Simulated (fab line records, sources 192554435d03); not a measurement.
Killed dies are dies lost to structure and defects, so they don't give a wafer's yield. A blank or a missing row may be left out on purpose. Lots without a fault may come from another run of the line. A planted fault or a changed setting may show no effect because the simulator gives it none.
Split-lot experiment | flow n5_finfet | 5 lots, 23 wafers read, on a route of 1938 steps

THE SPLIT
At N5_BEOL_M10_ILD_DEP_00 (deposits SiCOH lowk from DEMS/porogen, target thk 308.51 nm, time 58 s), the setting time_s was moved away from the recipe's 58 s on 8 of the 23 wafers read, by -14.2% to +13.8%. The other wafers ran this setting at the recipe's value.

FROM THE SPLIT TO THE READING: what the file shows between them, 1 step
- N5_BEOL_M10_CURE_71: cures SiCOH lowk, time 240 s

THE READING
M10_ILD_THK, in nm, at N5_BEOL_M10_THK_MEAS_01. Fault-free wafers of this fab line usually give 267 nm, standard deviation 3.5 nm.

wafer  | tool, chamber at the split | time_s as run, s | against the recipe | M10_ILD_THK, nm | against lot-mates on the recipe
L079.1 | pecvd-04, 2,0              | 53.43            | -7.9%              | 247             | -20
L079.2 | pecvd-04, 0                | 58               | recipe             | 265             | -
L079.4 | pecvd-04, 1                | 58               | recipe             | 269             | -
L079.5 | pecvd-04, 2,0              | 53.43            | -7.9%              | 246             | -21
L079.6 | pecvd-04, 2                | 53.43            | -7.9%              | 250             | -17
L078.2 | pecvd-03, 1                | 58               | recipe             | 264             | -
L078.3 | pecvd-03, 0                | 58               | recipe             | 259             | -
L078.4 | pecvd-03, 0                | 49.78            | -14.2%             | 229             | -34
L078.5 | pecvd-03, 2                | 58               | recipe             | 265             | -
L078.6 | pecvd-03, 1                | 49.78            | -14.2%             | 229             | -34
L080.1 | pecvd-04, 2                | 58               | recipe             | 267             | -
L080.2 | pecvd-04, 0                | 58               | recipe             | 265             | -
L080.3 | pecvd-04, 1                | 58               | recipe             | 266             | -
L080.4 | pecvd-04, 0                | 58               | recipe             | 268             | -
L080.5 | pecvd-04, 2                | 58               | recipe             | 272             | -
L082.1 | pecvd-01, 0                | 58               | recipe             | 264             | -
L082.4 | pecvd-01, 2                | 58               | recipe             | 267             | -
L082.6 | pecvd-01, 1                | 58               | recipe             | 265             | -
L091.2 | pecvd-04, 2                | 58               | recipe             | 265             | -
L091.3 | pecvd-04, 0                | 66               | +13.8%             | 299             | +32
L091.4 | pecvd-04, 0                | 66               | +13.8%             | 308             | +41
L091.5 | pecvd-04, 2                | 66               | +13.8%             | 304             | +37
L091.6 | pecvd-04, 1                | 58               | recipe             | 269             | -
Where a row lists several chambers, the file gives one row for several wafers and doesn't say which wafer went through which chamber.

THE FIT
A straight line over all 23 wafers: M10_ILD_THK changes by +2.63 nm for each +1% of time_s; r = +0.99; the points scatter about the line by 3 nm.
The same after taking each lot's own level away (the mean of its wafers on the recipe; 23 wafers): +2.53 nm for each +1%; r = +0.99; scatter 2.5 nm.
On that fit, the largest move of time_s shifts the reading by 36 nm.
The lots' own levels span 262.7 to 267.6 nm, that is 1.4 times the standard deviation above.
So the lot-to-lot level changes the slope little: the two slopes agree.
Check: with one of the wafers moved furthest among these (-14.2%) left out of the fit, the line predicts -35.8 nm for it against its lot-mates. It came out at -33.7 nm against them.

OTHER SPLITS ON THESE WAFERS
These wafers also went through other splits before the reading. Each is held against what the fit with the lots' levels taken away leaves over:
other split on the same wafers | wafers away from the commonest value | r with M10_ILD_THK (lot level and that fit taken away)
N5_BEOL_M8_DESCUM_16 time_s    | 9                                    | -0.31

THE WHOLE CHAIN: every reading that the file lists as answering this split, in the file's order
step                    | what it does                                                           | reading                                                                                   | change (the file's fit)              | r (the file's)
N5_BEOL_M10_ILD_DEP_00  | deposits SiCOH lowk from DEMS/porogen, target thk 308.51 nm, time 58 s | SiCOH_lowk_of_BEOL_M10_ILD_DEP_00.thk_nm (the simulator's own value, which no gauge read) | +2.83 nm for each +1% of the setting | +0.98
N5_BEOL_M10_CURE_71     | cures SiCOH lowk, time 240 s                                           | SiCOH_lowk_of_BEOL_M10_ILD_DEP_00.thk_nm (the simulator's own value, which no gauge read) | +2.5 nm for each +1% of the setting  | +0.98
N5_BEOL_M10_THK_MEAS_01 |                                                                        | M10_ILD_THK                                                                               | +2.5 for each +1% of the setting     | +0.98

THE FILE'S OWN FIT
M10_ILD_THK changes by +2.5 nm for each +1% of time_s, r = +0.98.
